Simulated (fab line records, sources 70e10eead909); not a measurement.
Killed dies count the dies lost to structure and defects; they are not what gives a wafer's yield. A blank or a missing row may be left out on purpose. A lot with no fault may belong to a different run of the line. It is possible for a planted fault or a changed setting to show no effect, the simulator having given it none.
The tool behind it: which one? -- flow nandHarc -- Sampling: 24 lots, 72 wafers, 6 of 1302 route steps

== WHAT EACH GAUGE READ, for each wafer ==
The record holds no reading of a measuring or inspecting step that can be judged against a usual standard deviation.

== TOOL THAT RAN EACH LOT (tool first, then ch and the chambers of the sampled wafers, then the start) ==
lot,NHARC_A_CONTACT_ETCH_114,NHARC_A_CONTACT_ETCH_120,NHARC_A_CONTACT_ETCH_121,NHARC_A_CONTACT_ETCH_139,NHARC_A_CONTACT_ALD_18,NHARC_A_CONTACT_CVD_19
L074,"harCapEtch-03 ch 0,1, day 21 03:10","harCapEtch-03 ch 0,1, day 21 04:11","harCapEtch-03 ch 0,1, day 21 04:22","harCapEtch-03 ch 0,1, day 21 23:53","aldMetal-04 ch 0,1,2, day 22 01:36","cvdW-01 ch 0,1, no start"
L075,"harCapEtch-02 ch 0,1, day 21 21:23","harCapEtch-02 ch 0,1, day 21 22:25","harCapEtch-02 ch 0,1, day 21 22:35","harCapEtch-02 ch 0,1, day 22 19:49","aldMetal-03 ch 0,1,2, day 22 22:05","cvdW-01 ch 0,1, no start"
L076,"harCapEtch-02 ch 0,1, day 22 08:20","harCapEtch-02 ch 0,1, day 22 09:21","harCapEtch-02 ch 0,1, day 22 09:31","harCapEtch-02 ch 0,1, day 23 02:36","aldMetal-03 ch 0,1,3, day 23 04:38","cvdW-02 ch 0,1, no start"
L077,"harCapEtch-03 ch 0,1, day 22 22:59","harCapEtch-03 ch 0,1, day 23 00:01","harCapEtch-03 ch 0,1, day 23 00:11","harCapEtch-03 ch 0,1, day 23 17:14","aldMetal-04 ch 0,1,2, day 23 19:00","cvdW-02 ch 0,1, no start"
L078,"harCapEtch-01 ch 0,1, day 23 00:19","harCapEtch-01 ch 0,1, day 23 01:20","harCapEtch-01 ch 0,1, day 23 01:31","harCapEtch-01 ch 0,1, day 23 18:47","aldMetal-01 ch 0,1,2, day 23 20:36","cvdW-02 ch 0,1, no start"
L080,"harCapEtch-02 ch 0, day 23 16:01","harCapEtch-02 ch 0, day 23 17:02","harCapEtch-02 ch 0, day 23 17:13","harCapEtch-03 ch 0,1, day 24 15:35","aldMetal-04 ch 0,1,2, day 24 17:19","cvdW-02 ch 0,1, no start"
L079,"harCapEtch-03 ch 0,1, day 23 20:07","harCapEtch-03 ch 0,1, day 23 21:08","harCapEtch-03 ch 0,1, day 23 21:19","harCapEtch-02 ch 0,1, day 24 17:15","aldMetal-01 ch 0,1,3, day 24 18:59","cvdW-01 ch 0,1, no start"
L082,"harCapEtch-01 ch 0,1, day 24 19:56","harCapEtch-01 ch 0,1, day 24 20:58","harCapEtch-01 ch 0,1, day 24 21:09","harCapEtch-03 ch 1, day 25 14:18","aldMetal-03 ch 1,3, day 25 16:03","cvdW-02 ch 0,1, no start"
L081,"harCapEtch-03 ch 0,1, day 25 00:10","harCapEtch-03 ch 0,1, day 25 01:11","harCapEtch-03 ch 0,1, day 25 01:22","harCapEtch-01 ch 0,1, day 25 19:47","aldMetal-04 ch 0,1, day 25 21:52","cvdW-02 ch 0,1, no start"
L083,"harCapEtch-02 ch 0,1, day 25 17:40","harCapEtch-02 ch 0,1, day 25 18:42","harCapEtch-02 ch 0,1, day 25 18:52","harCapEtch-03 ch 0,1, day 26 14:24","aldMetal-04 ch 1,2,3, day 26 16:02","cvdW-01 ch 0,1, no start"
L085,"harCapEtch-03 ch 0,1, day 25 20:30","harCapEtch-03 ch 0,1, day 25 21:31","harCapEtch-03 ch 0,1, day 25 21:41","harCapEtch-02 ch 0,1, day 26 17:56","aldMetal-04 ch 0,2,3, day 26 19:46","cvdW-02 ch 0,1, no start"
L084,"harCapEtch-02 ch 0,1, day 25 21:21","harCapEtch-02 ch 0,1, day 25 22:23","harCapEtch-02 ch 0,1, day 25 22:33","harCapEtch-01 ch 0,1, day 26 18:46","aldMetal-03 ch 0,2,3, day 26 20:29","cvdW-01 ch 0,1, no start"
L086,"harCapEtch-01 ch 0,1, day 26 08:40","harCapEtch-01 ch 0,1, day 26 09:41","harCapEtch-01 ch 0,1, day 26 09:51","harCapEtch-01 ch 0,1, day 27 07:21","aldMetal-04 ch 0,2, day 27 09:15","cvdW-01 ch 0,1, no start"
L088,"harCapEtch-02 ch 0,1, day 27 04:35","harCapEtch-02 ch 0,1, day 27 05:37","harCapEtch-02 ch 0,1, day 27 05:47","harCapEtch-01 ch 0,1, day 27 22:58","aldMetal-04 ch 0,2,3, day 28 00:40","cvdW-02 ch 0,1, no start"
L087,"harCapEtch-02 ch 0,1, day 27 17:57","harCapEtch-02 ch 0,1, day 27 18:59","harCapEtch-02 ch 0,1, day 27 19:10","harCapEtch-02 ch 0,1, day 28 13:52","aldMetal-04 ch 0,1,3, day 28 15:33","cvdW-02 ch 0,1, no start"
L090,"harCapEtch-03 ch 0,1, day 28 00:09","harCapEtch-03 ch 0,1, day 28 01:10","harCapEtch-03 ch 0,1, day 28 01:20","harCapEtch-03 ch 0,1, day 28 20:04","aldMetal-03 ch 1,2,3, day 28 21:46","cvdW-01 ch 0,1, no start"
L089,"harCapEtch-01 ch 1, day 28 08:13","harCapEtch-01 ch 1, day 28 09:15","harCapEtch-01 ch 1, day 28 09:25","harCapEtch-03 ch 0,1, day 29 06:43","aldMetal-01 ch 0,1,3, day 29 08:29","cvdW-02 ch 1, no start"
L091,"harCapEtch-02 ch 0,1, day 28 23:21","harCapEtch-02 ch 0,1, day 29 00:23","harCapEtch-02 ch 0,1, day 29 00:33","harCapEtch-01 ch 0,1, day 29 18:54","aldMetal-04 ch 0,2,3, day 29 20:38","cvdW-01 ch 0,1, no start"
L092,"harCapEtch-01 ch 0,1, day 29 00:05","harCapEtch-01 ch 0,1, day 29 01:07","harCapEtch-01 ch 0,1, day 29 01:17","harCapEtch-03 ch 0,1, day 29 19:05","aldMetal-01 ch 0,1,3, day 29 21:16","cvdW-02 ch 0, no start"
L093,"harCapEtch-03 ch 0,1, day 29 15:25","harCapEtch-03 ch 0,1, day 29 16:26","harCapEtch-03 ch 0,1, day 29 16:37","harCapEtch-01 ch 0,1, day 30 11:16","aldMetal-04 ch 0,2, day 30 12:58","cvdW-01 ch 0,1, no start"
L094,"harCapEtch-02 ch 0,1, day 29 17:13","harCapEtch-02 ch 0,1, day 29 18:14","harCapEtch-02 ch 0,1, day 29 18:25","harCapEtch-03 ch 0,1, day 30 12:48","aldMetal-03 ch 0,2,3, day 30 14:32","cvdW-02 ch 0,1, no start"
L095,"harCapEtch-02 ch 0,1, day 30 04:37","harCapEtch-02 ch 0,1, day 30 05:38","harCapEtch-02 ch 0,1, day 30 05:48","harCapEtch-02 ch 0,1, day 30 23:18","aldMetal-01 ch 0,2,3, day 31 01:01","cvdW-01 ch 0,1, no start"
L096,"harCapEtch-01 ch 0,1, day 30 16:51","harCapEtch-01 ch 0,1, day 30 17:52","harCapEtch-01 ch 0,1, day 30 18:02","harCapEtch-01 ch 0,1, day 31 11:13","aldMetal-04 ch 0,1,2, day 31 12:55","cvdW-02 ch 0,1, no start"
L097,"harCapEtch-03 ch 0,1, day 30 17:00","harCapEtch-03 ch 0,1, day 30 18:02","harCapEtch-03 ch 0,1, day 30 18:12","harCapEtch-03 ch 0,1, day 31 11:58","aldMetal-01 ch 2,3, day 31 13:47","cvdW-02 ch 0,1, no start"
- NHARC_A_CONTACT_ETCH_114: etches the open film in C4F8/O2/Ar, time 190 s, target depth 1850 nm.
- NHARC_A_CONTACT_ETCH_120: etches the open film in C4F8/O2/Ar, time 190 s, target depth 1850 nm.
- NHARC_A_CONTACT_ETCH_121: etches the open film in C4F8/O2/Ar, time 190 s, target depth 1850 nm.
- NHARC_A_CONTACT_ETCH_139: etches the open film in C4F8/O2/Ar, time 195 s, target depth 840 nm.
- NHARC_A_CONTACT_ALD_18: deposits TiN, target thk 3 nm, pulse time 1 s, ald cycles 150.
- NHARC_A_CONTACT_CVD_19: deposits W, target thk 300 nm, time 802 s.

== AS READ BY THE TOOLS THEMSELVES (means over the sampled wafers that have a number; for cases with no such wafer, the mark the record gives instead) ==
NHARC_A_CONTACT_ETCH_114.
lot,tool,oesAirLineAu (a.u.)
L074,harCapEtch-03,0.981
L075,harCapEtch-02,1.009
L076,harCapEtch-02,0.985
L077,harCapEtch-03,1.004
L078,harCapEtch-01,0.982
L080,harCapEtch-02,0.978
L079,harCapEtch-03,1.012
L082,harCapEtch-01,1.013
L081,harCapEtch-03,0.990
L083,harCapEtch-02,1.002
L085,harCapEtch-03,1.010
L084,harCapEtch-02,0.991
L086,harCapEtch-01,0.994
L088,harCapEtch-02,1.002
L087,harCapEtch-02,0.991
L090,harCapEtch-03,0.995
L089,harCapEtch-01,0.995
L091,harCapEtch-02,1.005
L092,harCapEtch-01,1.002
L093,harCapEtch-03,1.003
L094,harCapEtch-02,0.976
L095,harCapEtch-02,0.990
L096,harCapEtch-01,0.986
L097,harCapEtch-03,1.031

NHARC_A_CONTACT_ETCH_120.
lot,tool,oesAirLineAu (a.u.)
L074,harCapEtch-03,1.014
L075,harCapEtch-02,0.977
L076,harCapEtch-02,0.999
L077,harCapEtch-03,0.976
L078,harCapEtch-01,0.995
L080,harCapEtch-02,0.997
L079,harCapEtch-03,0.981
L082,harCapEtch-01,1.015
L081,harCapEtch-03,0.986
L083,harCapEtch-02,0.986
L085,harCapEtch-03,0.986
L084,harCapEtch-02,0.998
L086,harCapEtch-01,1.010
L088,harCapEtch-02,1.003
L087,harCapEtch-02,1.003
L090,harCapEtch-03,1.015
L089,harCapEtch-01,1.027
L091,harCapEtch-02,1.025
L092,harCapEtch-01,0.988
L093,harCapEtch-03,0.997
L094,harCapEtch-02,1.004
L095,harCapEtch-02,1.006
L096,harCapEtch-01,1.011
L097,harCapEtch-03,0.984

NHARC_A_CONTACT_ETCH_121.
lot,tool,oesAirLineAu (a.u.)
L074,harCapEtch-03,0.967
L075,harCapEtch-02,0.997
L076,harCapEtch-02,0.994
L077,harCapEtch-03,1.003
L078,harCapEtch-01,0.990
L080,harCapEtch-02,0.974
L079,harCapEtch-03,1.003
L082,harCapEtch-01,0.990
L081,harCapEtch-03,1.008
L083,harCapEtch-02,0.998
L085,harCapEtch-03,1.031
L084,harCapEtch-02,1.019
L086,harCapEtch-01,0.981
L088,harCapEtch-02,1.004
L087,harCapEtch-02,0.983
L090,harCapEtch-03,1.000
L089,harCapEtch-01,1.008
L091,harCapEtch-02,1.005
L092,harCapEtch-01,1.027
L093,harCapEtch-03,1.002
L094,harCapEtch-02,1.004
L095,harCapEtch-02,1.023
L096,harCapEtch-01,1.020
L097,harCapEtch-03,0.996

NHARC_A_CONTACT_ETCH_139.
lot,tool,oesAirLineAu (a.u.)
L074,harCapEtch-03,0.994
L075,harCapEtch-02,1.006
L076,harCapEtch-02,1.010
L077,harCapEtch-03,0.997
L078,harCapEtch-01,1.023
L080,harCapEtch-03,1.015
L079,harCapEtch-02,1.029
L082,harCapEtch-03,1.003
L081,harCapEtch-01,1.008
L083,harCapEtch-03,1.009
L085,harCapEtch-02,1.009
L084,harCapEtch-01,1.000
L086,harCapEtch-01,0.991
L088,harCapEtch-01,1.010
L087,harCapEtch-02,1.017
L090,harCapEtch-03,0.989
L089,harCapEtch-03,0.987
L091,harCapEtch-01,1.015
L092,harCapEtch-03,0.983
L093,harCapEtch-01,0.992
L094,harCapEtch-03,1.008
L095,harCapEtch-02,0.989
L096,harCapEtch-01,1.011
L097,harCapEtch-03,1.007

NHARC_A_CONTACT_ALD_18.
lot,tool,heaterPowerW (W),precursorPulseHeightRel
L074,aldMetal-04,1135,1.009
L075,aldMetal-03,1007,0.999
L076,aldMetal-03,1111,1.007
L077,aldMetal-04,1120,0.983
L078,aldMetal-01,1039,0.984
L080,aldMetal-04,1122,0.994
L079,aldMetal-01,1117,1.005
L082,aldMetal-03,1156,0.984
L081,aldMetal-04,1151,1.023
L083,aldMetal-04,1162,0.989
L085,aldMetal-04,1158,1.005
L084,aldMetal-03,925,1.009
L086,aldMetal-04,1143,0.989
L088,aldMetal-04,1182,1.004
L087,aldMetal-04,1149,1.007
L090,aldMetal-03,1011,1.012
L089,aldMetal-01,1134,0.985
L091,aldMetal-04,1139,1.013
L092,aldMetal-01,1139,1.012
L093,aldMetal-04,1127,0.990
L094,aldMetal-03,946,1.010
L095,aldMetal-01,1052,1.019
L096,aldMetal-04,1156,1.009
L097,aldMetal-01,1100,0.996

NHARC_A_CONTACT_CVD_19.
lot,tool,heaterPowerW (W),throttleValvePct (%)
L074,cvdW-01,468,8.19
L075,cvdW-01,468,8.34
L076,cvdW-02,533,7.84
L077,cvdW-02,559,8.01
L078,cvdW-02,565,8.01
L080,cvdW-02,559,8.02
L079,cvdW-01,475,8.12
L082,cvdW-02,572,8.15
L081,cvdW-02,533,8.18
L083,cvdW-01,460,8.18
L085,cvdW-02,548,7.98
L084,cvdW-01,462,8.01
L086,cvdW-01,477,8.36
L088,cvdW-02,550,7.82
L087,cvdW-02,513,7.83
L090,cvdW-01,479,8.40
L089,cvdW-02,574,7.97
L091,cvdW-01,465,8.31
L092,cvdW-02,475,7.79
L093,cvdW-01,477,8.23
L094,cvdW-02,555,7.93
L095,cvdW-01,475,8.33
L096,cvdW-02,546,7.82
L097,cvdW-02,514,7.78

== THE ANSWER, worked out from the rows above alone ==
Rule: the lots themselves supply what counts as usual. The widest of any qualifying gaps counts: lots, ordered by their means at a reading, are off when they make up no more than a third of the lots, leave a main group of 4 or more, and stand apart from it by 3 or more times the standard deviation of that group's means. If all means in a main group match to the digits the tables above print for the reading, that group is not used. A lot without any number at a reading at which 4 lots or more have one is off too. Where the step has rows for the other lots, those lots are counted as sound. First the gauges in route order, then the tools' own readings, where a lot's mean is used as printed above. At the first step where some lot is off, the reading lying furthest off is the one used; lots without a number count as furthest.
Across all readings shown, no lot is off: no conclusion can be drawn from this.

== WHAT THE SIMULATOR HAD PUT IN ==
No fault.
